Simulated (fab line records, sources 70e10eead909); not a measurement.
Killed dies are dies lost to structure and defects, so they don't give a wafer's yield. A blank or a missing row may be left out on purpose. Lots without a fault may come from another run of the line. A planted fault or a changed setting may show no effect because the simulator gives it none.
Chamber matching | flow nand_harc | NHARC_A_SGD_CUT_ETCHBACK_24 on rie_diel-08: 4 sister chambers
The step etches the open film in CH3F/O2, target depth 50 nm, time 92.857 s. 16 wafers are shown with their chamber, then 7 later ones without.

WAFERS WITH THEIR CHAMBER
wafer  | chamber | drypump_motor_current_A (A) | showerhead_plenum_p_Torr (Torr) | rf_vpp_V (V)
L339.1 | 0       | 5.0                         | 2.45                            | 244.1
L339.2 | 1       | 5.2                         | 2.63                            | 246.7
L339.3 | 3       | 6.5                         | 2.35                            | 240.8
L341.3 | 1       | 5.2                         | 2.63                            | 245.2
L341.5 | 3       | 6.4                         | 2.35                            | 242.2
L341.6 | 2       | 5.9                         | 2.58                            | 246.0
L342.1 | 1       | 5.2                         | 2.62                            | 245.3
L342.2 | 3       | 6.5                         | 2.35                            | 243.0
L342.5 | 3       | 6.5                         | 2.35                            | 241.7
L345.1 | 3       | 6.5                         | 2.35                            | 243.3
L345.4 | 1       | 5.2                         | 2.62                            | 246.1
L345.6 | 1       | 5.2                         | 2.62                            | 245.4
L351.2 | 1       | 5.2                         | 2.62                            | 246.9
L351.5 | 1       | 5.2                         | 2.62                            | 246.2
L352.3 | 0       | 5.0                         | 2.45                            | 243.8
L352.4 | 2       | 5.9                         | 2.57                            | 245.6

SIGNATURES (means of the wafers above)
reading                  | chamber 0 | chamber 1 | chamber 2 | chamber 3 | scatter within a chamber
drypump_motor_current_A  | 5.000     | 5.200     | 5.900     | 6.480     | 0.0258
showerhead_plenum_p_Torr | 2.4500    | 2.6229    | 2.5750    | 2.3500    | 0.00401
rf_vpp_V                 | 243.950   | 245.971   | 245.800   | 242.200   | 0.765
Rule: a wafer's distance from a chamber is the root of the sum, over the readings, of the square of ((its reading less the chamber's mean) divided by the reading's scatter). The wafer belongs to the nearest chamber; if the next one is less than 2 further off, it can't be placed. The scatter: the root of (the sum of the squares of (reading less its chamber's mean) over the shown wafers, divided by (wafers less chambers)).

WAFERS WITHOUT THEIR CHAMBER
wafer  | drypump_motor_current_A (A) | showerhead_plenum_p_Torr (Torr) | rf_vpp_V (V)
L352.5 | 5.9                         | 2.57                            | 247.5
L355.1 | 5.2                         | 2.62                            | 245.7
L355.5 | 6.5                         | 2.35                            | 242.8
L355.6 | 5.0                         | 2.45                            | 243.7
L361.1 | 6.5                         | 2.35                            | 242.1
L361.3 | 5.0                         | 2.45                            | 244.6
L361.6 | 5.9                         | 2.57                            | 246.3

WHICH CHAMBER EACH WENT THROUGH
wafer  | from the rows above | in truth
L352.5 | 2                   | 2
L355.1 | 1                   | 1
L355.5 | 3                   | 3
L355.6 | 0                   | 0
L361.1 | 3                   | 3
L361.3 | 0                   | 0
L361.6 | 2                   | 2
Placed correctly: 7 of 7. Can't be placed from these rows: 0. Placed wrongly: 0.
